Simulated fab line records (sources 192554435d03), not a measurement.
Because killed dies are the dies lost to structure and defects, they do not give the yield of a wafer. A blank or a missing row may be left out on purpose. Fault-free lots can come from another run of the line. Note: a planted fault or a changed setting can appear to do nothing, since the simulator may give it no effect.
fab line records    flow n5_finfet
[record] lots = 9  wafers = 27  last_day = 17
route steps=1938 shown BEOL_M4@1111 BEOL_M7@1310 BEOL_M8@1332 PASSIVATION@1936
lots that met no fault: from a run of the same line without faults
start_h: start of the lot's first displayed wafer, in hours after the record's first day    wait_h: time in hours since the lot's previous step    " same as the row above    L1.1+2: a row that stands for several wafers    - no value, or no start was given    * or withheld: withheld    < > ~ a bound
route shown NAME@n: NAME is a module with steps in the file, n the number in the route of the first one    usual: the fault-free wafers' mean and standard deviation    same: alike in all rows    chamber/n: place in a boat    sites: per-site readings    _std_site: the standard deviation of these    _edge_site: inner sites' mean taken away from outer sites' mean    radius_mm: for every site, how far away it sits from the centre of the wafer    mask NAME#n: copy n    behind: the most recent tool/chamber to have shaped the wafer    hold: the reason the lot was held/the length of the hold in hours/how it ended    device: names the non-switching transistor (n, p or np)    end of line: at the end of the route, the tests of the same wafers    where a step has no rows: the recipe by itself    killed: not the wafer's yield, but the dies lost to structure and defects at the first sort    map: the dies of a wafer, with x for killed, . for not killed, _ for no die there
set.NAME: the setting the step ran with; set.NAME@STEP: the setting that earlier step ran with    model.NAME: the simulator's own value behind a step, which no gauge read
the route's steps for a sample of lots (tables are steps, rows are wafers)
services: when a tool's chamber went out of use (start_h, in hours from the record's first day, below 0 if earlier), for how many hours, and the reason
[[steps]]
[step N5_BEOL_M4_RC_MEAS_101]
[usual] DIBL_N = 35.9/1.3  DIBL_P = 35.9/1.6  IOFF_N = 0.156/0.022  IOFF_P = 0.205/0.023  ION_N = 675/9  ION_P = 463/5.6  SS_N = 71.4/0.57  SS_P = 73.1/0.52  VT_N = 249.7/2.8  VT_P = -250.2/2.5
lot.wafer  tool       chamber  start_h  wait_h  DIBL_N[mV/V]  DIBL_P[mV/V]  IOFF_N[nA/um]  IOFF_P[nA/um]  ION_N[uA/um]  ION_P[uA/um]  SS_N[mV/dec]  SS_P[mV/dec]  VT_N[mV]  VT_P[mV]
L914.1     prober-02  0        199.79   0.0     35.1          35.5          0.141          0.200          668           464           71.0          73.1          250.5     -250.8
L914.4     "          0        "        "       32.9          32.3          0.109          0.162          660           461           70.1          71.7          255.8     -251.4
L914.6     "          0        "        "       33.3          33.4          0.113          0.169          665           465           71.1          72.5          254.9     -250.0
L913.2     prober-01  0        200.09   0.2     37.7          37.3          0.194          0.240          682           469           72.6          73.0          245.2     -246.3
L913.4     "          0        "        "       36.2          35.6          0.164          0.216          675           465           71.2          72.9          248.1     -247.6
L913.5     "          0        "        "       37.6          38.0          0.195          0.256          681           470           71.1          73.4          243.1     -247.4
L917.3     prober-01  0        225.88   0.3     35.3          34.7          0.144          0.198          676           461           70.3          72.7          252.4     -253.1
L917.4     "          0        "        "       35.4          34.5          0.139          0.194          667           460           70.1          73.5          251.9     -251.6
L917.5     "          0        "        "       35.5          34.6          0.142          0.196          668           455           71.1          73.1          251.9     -250.6
L919.2     prober-01  0        229.67   0.2     35.9          36.0          0.162          0.199          670           461           71.2          72.5          247.1     -250.7
L919.4     "          0        "        "       35.2          35.3          0.151          0.188          678           465           71.4          72.7          245.8     -251.3
L919.5     "          0        "        "       35.7          35.8          0.155          0.194          670           462           71.5          73.0          246.7     -252.4
L920.1     prober-02  0        232.97   0.0     36.5          36.7          0.175          0.234          696           470           71.0          74.0          247.7     -250.7
L920.2     "          0        "        "       33.9          34.2          0.130          0.192          676           469           71.2          73.2          251.0     -249.3
L920.6     "          0        "        "       35.3          34.9          0.142          0.204          682           468           71.3          73.2          249.8     -249.6
L921.1     prober-02  0        235.90   0.0     37.2          36.7          0.181          0.257          677           469           72.4          73.4          246.8     -245.6
L921.2     "          0        "        "       36.3          35.5          0.157          0.219          664           464           72.0          72.3          250.5     -248.8
L921.3     "          0        "        "       36.0          35.5          0.153          0.230          669           474           71.7          73.2          252.2     -247.1
L924.3     prober-01  0        262.17   0.3     35.8          35.4          0.154          0.198          684           464           71.5          72.8          249.4     -249.8
L924.4     "          0        "        "       36.7          36.7          0.179          0.222          679           465           71.5          73.8          247.4     -249.7
L924.6     "          0        "        "       33.9          33.8          0.128          0.175          664           457           71.3          72.9          250.7     -252.9
L927.3     prober-01  0        293.60   0.3     35.7          37.2          0.150          0.185          666           457           71.5          72.9          252.0     -253.1
L927.4     "          0        "        "       35.8          37.6          0.152          0.198          665           459           71.9          73.2          249.6     -253.4
L927.6     "          0        "        "       34.8          36.8          0.139          0.183          665           456           71.7          72.6          252.1     -254.4
L931.2     prober-02  0        298.43   0.2     38.9          38.9          0.200          0.240          683           463           71.4          74.7          246.9     -249.0
L931.3     "          0        "        "       38.1          36.9          0.182          0.209          680           460           71.7          73.5          248.8     -250.7
L931.6     "          0        "        "       37.4          36.3          0.172          0.203          680           462           71.7          73.1          250.2     -252.5
[step N5_BEOL_M7_STRIP_80]
[recipe] chemistry = N2/H2  time_s = 10  power_w = 450  temp_c = 40  pressure_mtorr = 20  rf_frequency_hz = 6e+07  bias_power_w = 7  n2_flow_sccm = 200  h2_flow_sccm = 200
[usual] drypump_motor_current_A = 5.7/0.51  oes_product_au = 0.80/0.084  rf_vpp_V = 59.1/0.85  showerhead_plenum_p_Torr = 2.51/0.081  throttle_valve_pct = 23.53/0.25
[same] time_s = 10
lot.wafer  tool         chamber  start_h  wait_h  drypump_motor_current_A  oes_product_au  rf_hours_counter_h  rf_vpp_V  showerhead_plenum_p_Torr  throttle_valve_pct
L914.1     rie_diel-01  2        -        -       4.9                      0.81            87                  58.3      2.47                      23.56
L914.4     "            0        "        "       5.7                      0.74            162                 58.9      2.64                      24.07
L914.6     "            1        "        "       5.8                      0.74            -                   58.1      2.43                      23.35
L913.2     rie_diel-01  1        -        -       5.8                      0.74            162                 60.0      2.43                      23.34
L913.4     "            3        "        "       4.7                      0.81            106                 59.9      2.46                      23.43
L913.5     "            0        "        "       5.7                      0.73            -                   58.6      2.64                      24.08
L917.3     rie_diel-01  0        -        -       5.8                      0.73            171                 60.8      2.64                      24.07
L917.4     "            3        "        "       4.7                      0.80            113                 59.0      2.45                      23.44
L917.5     "            1        "        "       5.8                      0.74            -                   59.0      2.43                      23.35
L919.2     rie_diel-02  1        -        -       6.1                      0.93            23                  59.8      2.48                      23.31
L919.4     "            0        "        "       5.9                      0.69            241                 58.4      2.50                      23.64
L919.5     "            2        "        "       6.0                      0.91            -                   59.2      2.48                      23.57
L921.1     rie_diel-01  0        -        -       5.7                      0.73            174                 59.9      2.64                      24.08
L921.2     "            2        "        "       4.9                      0.79            99                  60.3      2.46                      23.56
L921.3     "            1        "        "       5.8                      0.73            174                 58.6      2.43                      23.38
L920.1     rie_diel-06  2        -        -       5.7                      0.68            245                 58.6      2.50                      23.46
L920.2     "            3        "        "       5.9                      0.81            80                  56.6      2.46                      23.43
L920.6     "            2        "        "       5.7                      0.67            -                   60.0      2.50                      23.48
L924.3     rie_diel-01  0        -        -       5.8                      0.71            185                 60.4      2.63                      24.10
L924.4     "            2        "        "       5.0                      0.77            110                 59.6      2.46                      23.59
L924.6     "            1        "        "       5.8                      0.72            -                   57.3      2.42                      23.36
L927.3     rie_diel-06  3        -        -       5.9                      0.79            97                  58.2      2.45                      23.47
L927.4     "            0        "        "       5.8                      0.88            -                   59.2      2.47                      23.21
L927.6     "            3        "        "       5.9                      0.80            -                   59.5      2.45                      23.47
L931.2     rie_diel-06  3        -        -       5.9                      0.80            97                  58.6      2.45                      23.46
L931.3     "            1        "        "       6.6                      0.83            88                  60.1      2.67                      23.77
L931.6     "            3        "        "       5.9                      0.80            -                   59.9      2.45                      23.47
[step N5_BEOL_M7_SPUTTER_48]
[recipe] material = Cu  target_thk_a = 100  temp_c = -20  bias_v = 60  power_w = 26000  chamber_pressure_pa = 0.13  time_s = 1.667
[usual] throttle_valve_pct = 29.9/0.88
[same] time_s = 1.667
lot.wafer  tool            chamber  start_h  wait_h  throttle_valve_pct
L914.1     pvd_sputter-02  -        227.10   0.1     30.0
L914.4     "               -        "        "       29.3
L914.6     "               -        "        "       29.0
L913.2     pvd_sputter-02  -        227.26   0.1     30.0
L913.4     "               -        "        "       28.8
L913.5     "               -        "        "       29.3
L917.3     pvd_sputter-02  -        253.41   0.1     29.0
L917.4     "               -        "        "       28.9
L917.5     "               -        "        "       29.9
L919.2     pvd_sputter-03  -        257.87   0.1     29.7
L919.4     "               -        "        "       31.8
L919.5     "               -        "        "       29.8
L921.1     pvd_sputter-03  -        261.53   0.2     29.0
L921.2     "               -        "        "       31.7
L921.3     "               -        "        "       29.7
L920.1     pvd_sputter-03  -        262.17   0.3     31.6
L920.2     "               -        "        "       29.6
L920.6     "               -        "        "       29.1
L924.3     pvd_sputter-02  -        293.11   0.1     29.5
L924.4     "               -        "        "       29.7
L924.6     "               -        "        "       29.1
L927.3     pvd_sputter-03  -        327.21   0.1     31.8
L927.4     "               -        "        "       29.8
L927.6     "               -        "        "       31.8
L931.2     pvd_sputter-02  -        327.86   0.1     30.0
L931.3     "               -        "        "       28.9
L931.6     "               -        "        "       30.1
[step N5_BEOL_M7_INSPECT_58]
[recipe] inspect_instrument = darkfield  mode = post_dep
[usual] raw_defect_count = 86/28
lot.wafer  tool               chamber  start_h  wait_h  raw_defect_count
L914.1     defect_inspect-02  -        228.24   0.0     82
L914.4     "                  -        "        "       71
L914.6     "                  -        "        "       80
L913.2     defect_inspect-01  -        228.34   0.0     60
L913.4     "                  -        "        "       66
L913.5     "                  -        "        "       83
L917.3     defect_inspect-02  -        254.49   0.0     172
L917.4     "                  -        "        "       65
L917.5     "                  -        "        "       98
L919.2     defect_inspect-02  -        258.92   0.0     83
L919.4     "                  -        "        "       71
L919.5     "                  -        "        "       87
L921.1     defect_inspect-02  -        262.49   0.0     68
L921.2     "                  -        "        "       61
L921.3     "                  -        "        "       65
L920.1     defect_inspect-02  -        263.22   0.0     169
L920.2     "                  -        "        "       57
L920.6     "                  -        "        "       104
L924.3     defect_inspect-02  -        294.07   0.0     112
L924.4     "                  -        "        "       80
L924.6     "                  -        "        "       92
L927.3     defect_inspect-02  -        328.17   0.0     75
L927.4     "                  -        "        "       86
L927.6     "                  -        "        "       73
L931.2     defect_inspect-02  -        328.84   0.0     147
L931.3     "                  -        "        "       78
L931.6     "                  -        "        "       140
[step N5_BEOL_M8_ILD_DEP_00]
[recipe] material = SiCOH_lowk  target_thk_a = 1797.5  temp_c = 300  precursor = DEMS/porogen  pressure_torr = 5  rf_w = 500  time_s = 33.4
[usual] heater_power_w = 285/30  showerhead_plenum_p_Torr = 5.740/0.011  showerhead_vpp_V = 1373/46  throttle_valve_pct = 14.0/0.84
lot.wafer  tool      chamber  start_h  wait_h  heater_power_w  showerhead_plenum_p_Torr  showerhead_vpp_V  since_wet_clean_h  throttle_valve_pct
L914.1     pecvd-01  1        228.28   0.0     277             5.742                     1289              2020               15.3
L914.4     "         1        "        "       289             5.744                     1295              -                  15.1
L914.6     "         0        "        "       296             5.756                     1402              -                  14.0
L913.2     pecvd-04  2        228.37   0.0     281             5.752                     1347              178                13.1
L913.4     "         2        "        "       272             5.738                     1327              -                  12.7
L913.5     "         0        "        "       237             5.746                     1384              -                  14.8
L917.3     pecvd-01  2        254.53   0.0     231             5.733                     1392              567                14.0
L917.4     "         0        "        "       283             5.741                     1377              -                  14.1
L917.5     "         2        "        "       235             5.745                     1386              -                  14.2
L919.2     pecvd-01  1        258.95   0.0     324             5.739                     1286              2050               15.2
L919.4     "         2        "        "       273             5.739                     1389              -                  14.2
L919.5     "         0        "        "       263             5.747                     1392              -                  14.1
L921.1     pecvd-01  1        262.52   0.0     297             5.734                     1324              2054               15.2
L921.2     "         0        "        "       273             5.747                     1384              1329               14.1
L921.3     "         2        "        "       272             5.761                     1382              575                14.3
L920.1     pecvd-03  0        263.26   0.0     309             5.762                     1371              786                13.4
L920.2     "         1        "        "       316             5.734                     1400              1511               13.9
L920.6     "         0        "        "       313             5.744                     1356              -                  13.3
L924.3     pecvd-04  2        294.11   0.0     288             5.735                     1341              244                13.0
L924.4     "         0        "        "       246             5.739                     1374              -                  15.0
L924.6     "         2        "        "       299             5.741                     1325              -                  12.7
L927.3     pecvd-04  2        328.21   0.0     260             5.737                     1331              278                13.2
L927.4     "         0        "        "       262             5.746                     1369              -                  15.0
L927.6     "         2        "        "       265             5.735                     1333              -                  13.1
L931.2     pecvd-04  1        328.87   0.0     335             5.727                     1442              1758               14.8
L931.3     "         0        "        "       258             5.739                     1361              1033               14.7
L931.6     "         0        "        "       268             5.749                     1362              -                  14.9
[step N5_BEOL_M8_THK_MEAS_01]
[recipe] reads = SiCOH_lowk_of_BEOL_M8_ILD_DEP_00
[usual] M8_ILD_THK = 154.9/1.9
lot.wafer  tool           chamber  start_h  wait_h  M8_ILD_THK[nm]
L914.1     film_metro-01  -        228.86   0.4     154.0
L914.4     "              -        "        "       155.9
L914.6     "              -        "        "       154.9
L913.2     film_metro-02  -        228.95   0.4     153.5
L913.4     "              -        "        "       156.3
L913.5     "              -        "        "       154.8
L917.3     film_metro-01  -        255.11   0.3     154.0
L917.4     "              -        "        "       157.8
L917.5     "              -        "        "       156.2
L919.2     film_metro-01  -        259.53   0.4     101.7
L919.4     "              -        "        "       155.9
L919.5     "              -        "        "       100.0
L921.1     film_metro-01  -        263.34   0.4     152.7
L921.2     "              -        "        "       97.8
L921.3     "              -        "        "       98.4
L920.1     film_metro-02  -        263.93   0.4     155.6
L920.2     "              -        "        "       155.3
L920.6     "              -        "        "       155.2
L924.3     film_metro-02  -        294.69   0.3     153.3
L924.4     "              -        "        "       155.5
L924.6     "              -        "        "       155.0
L927.3     film_metro-02  -        328.79   0.3     153.9
L927.4     "              -        "        "       155.4
L927.6     "              -        "        "       155.3
L931.2     film_metro-02  -        329.45   0.4     155.5
L931.3     "              -        "        "       154.8
L931.6     "              -        "        "       159.4
[step N5_PASSIVATION_PROBE_49]
[usual] defect_limited_yield = 91.3/1.4  killed_at_M0_to_M3 = 35/11  killed_at_M4_up = 14/5.4  killed_at_contacts = 12/6.2  killed_at_front_end = 38/11  killed_at_other = 4.1/2.8  killed_dies = 103/17  killed_on_rim = 13/4  killed_open = 66/13  killed_short = 34/8.2  sort_bin_5_function = 5.1/0.89  sort_bin_6_memory = 3.3/0.72  sort_bin_8_speed = 0.00/0.0099  sort_n_pass = 1077/17  sort_yield_pct = 91.3/1.4
[same] gross_dies = 1180  killed_at_back_side = 0  sort_bin_4_leakage[%] = 0
lot.wafer  tool       chamber  start_h  wait_h  defect_limited_yield[%]  killed_at_M0_to_M3  killed_at_M4_up  killed_at_contacts  killed_at_front_end  killed_at_other  killed_dies  killed_on_rim  killed_open  killed_short  sort_bin_5_function[%]  sort_bin_6_memory[%]  sort_bin_8_speed[%]  sort_n_pass  sort_yield_pct[%]
L920.1     prober-02  -        339.41   0.0     91.4                     40                  15               9                   36                   1                101          11             64           37            5.0                     3.5                   0                    1079         91.4
L920.2     prober-02  -        339.46   0.1     89.0                     58                  25               18                  25                   4                130          17             77           52            6.8                     4.1                   0                    1050         89.0
L920.6     prober-02  -        339.66   0.3     89.5                     50                  16               18                  36                   4                124          19             64           59            6.3                     3.6                   0                    1056         89.5
L919.2     prober-01  -        342.72   0.1     89.5                     25                  50               4                   41                   4                124          24             63           25            5.2                     1.9                   0                    1056         89.5
L919.4     prober-01  -        342.82   0.2     89.0                     35                  35               13                  41                   6                130          17             89           39            6.4                     4.2                   0                    1050         89.0
L919.5     prober-01  -        342.87   0.2     85.6                     42                  71               10                  46                   1                170          32             79           30            6.4                     2.5                   0                    1010         85.6
L921.1     prober-02  -        345.97   0.0     92.2                     23                  13               12                  39                   5                92           17             59           29            4.2                     3.3                   0                    1088         92.2
L921.2     prober-02  -        346.02   0.1     83.4                     37                  106              8                   40                   5                196          29             67           31            5.3                     2.7                   0                    984          83.4
L921.3     prober-02  -        346.07   0.1     84.9                     27                  70               7                   69                   5                178          13             81           40            6.1                     3.6                   0                    1002         84.9
L931.2     prober-02  -        409.01   0.1     91.2                     40                  16               7                   39                   2                104          13             56           48            5.2                     3.6                   0                    1076         91.2
L931.3     prober-02  -        409.06   0.1     92.6                     34                  20               14                  17                   2                87           9              62           25            3.7                     3.2                   0                    1093         92.6
L931.6     prober-02  -        409.21   0.3     92.9                     25                  13               7                   35                   4                84           12             52           32            4.8                     1.9                   0                    1096         92.9
// killed by level:class
L920.1 FIN_SAQP:geometric_particle:open=14 BEOL_M1:geometric_particle:short=13 MOL_CONTACT_COAG:geometric_particle:open=8 BEOL_M0_SAQP:geometric_particle:short=7 BEOL_M0_SAQP:geometric_particle:open=6 BEOL_M2:geometric_particle:open=6 BEOL_M4:geometric_particle:open=5 BEOL_M4:geometric_particle:short=5
L920.2 BEOL_M0_SAQP:geometric_particle:short=16 BEOL_M0_SAQP:geometric_particle:open=15 MOL_CONTACT_COAG:geometric_particle:open=15 BEOL_M4:geometric_particle:open=11 BEOL_M1:geometric_particle:short=9 BEOL_M2:geometric_particle:open=8 BEOL_M4:geometric_particle:short=8 FIN_SAQP:geometric_particle:open=5
L920.6 BEOL_M0_SAQP:geometric_particle:short=12 BEOL_M2:geometric_particle:open=12 MOL_CONTACT_COAG:geometric_particle:open=11 BEOL_M1:geometric_particle:short=11 BEOL_M4:geometric_particle:short=11 FIN_SAQP:geometric_particle:short=9 BEOL_M0_SAQP:geometric_particle:open=8 MOL_CONTACT_COAG:geometric_particle:short=7
L919.2 BEOL_M8:area_dep=33 BEOL_M4:geometric_particle:open=10 STI_FIN_REVEAL:geometric_particle:open=9 FIN_SAQP:geometric_particle:short=8 BEOL_M2:geometric_particle:open=8 BEOL_M1:geometric_particle:open=6 DUMMY_GATE:geometric_particle:open=5 GATE_CUT:geometric_particle:open=4
L919.4 BEOL_M4:geometric_particle:open=23 MOL_CONTACT_COAG:geometric_particle:open=11 STI_FIN_REVEAL:geometric_particle:open=9 BEOL_M0_SAQP:geometric_particle:open=9 BEOL_M0_SAQP:geometric_particle:short=9 GATE_CUT:geometric_particle:short=6 BEOL_M4:geometric_particle:short=6 BEOL_M3:geometric_particle:open=5
L919.5 BEOL_M8:area_dep=61 STI_FIN_REVEAL:geometric_particle:open=21 BEOL_M3:geometric_particle:open=12 BEOL_M0_SAQP:geometric_particle:short=10 MOL_CONTACT_COAG:geometric_particle:open=9 FIN_SAQP:geometric_particle:short=7 BEOL_M2:geometric_particle:open=6 FIN_SAQP:geometric_particle:open=5
L921.1 FIN_SAQP:geometric_particle:open=10 STI_FIN_REVEAL:geometric_particle:open=8 FIN_SAQP:geometric_particle:short=7 MOL_CONTACT_COAG:geometric_particle:open=7 BEOL_M0_SAQP:geometric_particle:short=5 BEOL_M3:geometric_particle:open=5 BEOL_M4:geometric_particle:open=5 BEOL_M0_SAQP:geometric_particle:open=4
L921.2 BEOL_M8:area_dep=96 STI_FIN_REVEAL:geometric_particle:open=16 FIN_SAQP:geometric_particle:open=7 GATE_CUT:geometric_particle:short=6 BEOL_M0_SAQP:geometric_particle:open=6 BEOL_M1:geometric_particle:open=6 BEOL_M2:geometric_particle:open=6 MOL_CONTACT_COAG:geometric_particle:open=5
L921.3 BEOL_M8:area_dep=56 STI_FIN_REVEAL:geometric_particle:open=23 BEOL_M0_SAQP:geometric_particle:short=8 ILD0:geometric_particle:short=7 MOL_CONTACT_COAG:geometric_particle:open=7 FIN_SAQP:geometric_particle:open=6 FIN_SAQP:geometric_particle:short=6 BEOL_M4:geometric_particle:open=6
L931.2 BEOL_M0_SAQP:geometric_particle:short=15 FIN_SAQP:geometric_particle:short=9 FIN_SAQP:geometric_particle:open=7 BEOL_M0_SAQP:geometric_particle:open=7 ILD0:geometric_particle:short=6 MOL_CONTACT_COAG:geometric_particle:open=6 BEOL_M3:geometric_particle:open=6 STARTING-WAFER:geometric_particle:open=6
L931.3 MOL_CONTACT_COAG:geometric_particle:open=12 BEOL_M0_SAQP:geometric_particle:open=9 BEOL_M4:geometric_particle:open=9 BEOL_M2:geometric_particle:open=8 BEOL_M0_SAQP:geometric_particle:short=6 STI_FIN_REVEAL:geometric_particle:open=4 BEOL_M3:geometric_particle:open=4 STARTING-WAFER:geometric_particle:short=4
L931.6 STI_FIN_REVEAL:geometric_particle:open=7 BEOL_M4:geometric_particle:open=7 MOL_CONTACT_COAG:geometric_particle:open=6 STI_FIN_REVEAL:geometric_particle:short=5 GATE_CUT:geometric_particle:short=5 BEOL_M0_SAQP:geometric_particle:short=5 BEOL_M3:geometric_particle:open=5 BEOL_M0_SAQP:geometric_particle:open=4
[[services]]
tool            chamber  start_h  hours  kind
pecvd-03        2        212.18   -      clean
pecvd-03        2        212.18   -      consumable_replace:showerhead
pecvd-03        2        212.18   29.0   scheduled_down
pecvd-03        2        212.18   29.0   vent_cycle
rie_diel-02     -        215.56   14.6   pm
rie_diel-01     -        231.04   0.4    repair
pecvd-04        -        249.40   0.3    repair
pecvd-03        1        266.26   5.0    scheduled_down
pecvd-04        0        267.41   5.0    scheduled_down
rie_diel-06     -        276.05   14.6   pm
pecvd-01        1        277.97   7.5    repair
rie_diel-02     -        279.98   0.2    repair
rie_diel-02     0        283.46   -      clean
rie_diel-02     0        283.46   -      consumable_replace:focus_ring
pecvd-04        -        292.55   1.2    repair
pecvd-03        -        294.43   10.2   repair
pecvd-01        2        297.85   5.0    scheduled_down
rie_diel-06     2        307.59   1.2    repair
rie_diel-06     2        308.94   -      clean
rie_diel-06     2        308.94   -      consumable_replace:focus_ring
rie_diel-06     2        308.94   16.3   scheduled_down
rie_diel-06     2        308.94   16.3   vent_cycle
rie_diel-02     0        316.35   5.3    repair
pvd_sputter-02  -        317.00   6.5    repair
[[key]]
[first_sign] step = N5_BEOL_M8_THK_MEAS_01  reading = M8_ILD_THK  direction = down  sigmas = 29  usual = 154.9  struck = 99.5
[effect] step = N5_PASSIVATION_PROBE_49  reading = killed_at_M4_up  direction = up  sigmas = 11  usual = 14  struck = 74
[more_kills_born_at] N5_BEOL_M8_ILD_DEP_00@pecvd-01 = 246
met_at N5_BEOL_M8_ILD_DEP_00
struck_lots L919,L921
struck_wafers L919.2,L919.5,L921.2,L921.3
not_acting_at N5_BEOL_M7_STRIP_80,N5_BEOL_M7_SPUTTER_48,N5_BEOL_M7_INSPECT_58
onset_between 254.53 258.95
[fault] kind = process_parameter_drift  tool = pecvd-01  chamber = -  onset_h = 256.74  steps = N5_BEOL_M8_ILD_DEP_00  channel = time_s  offset = *  shape = step  end_h = 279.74  scope = struck_wafers_only  acts_in = *  stated = *
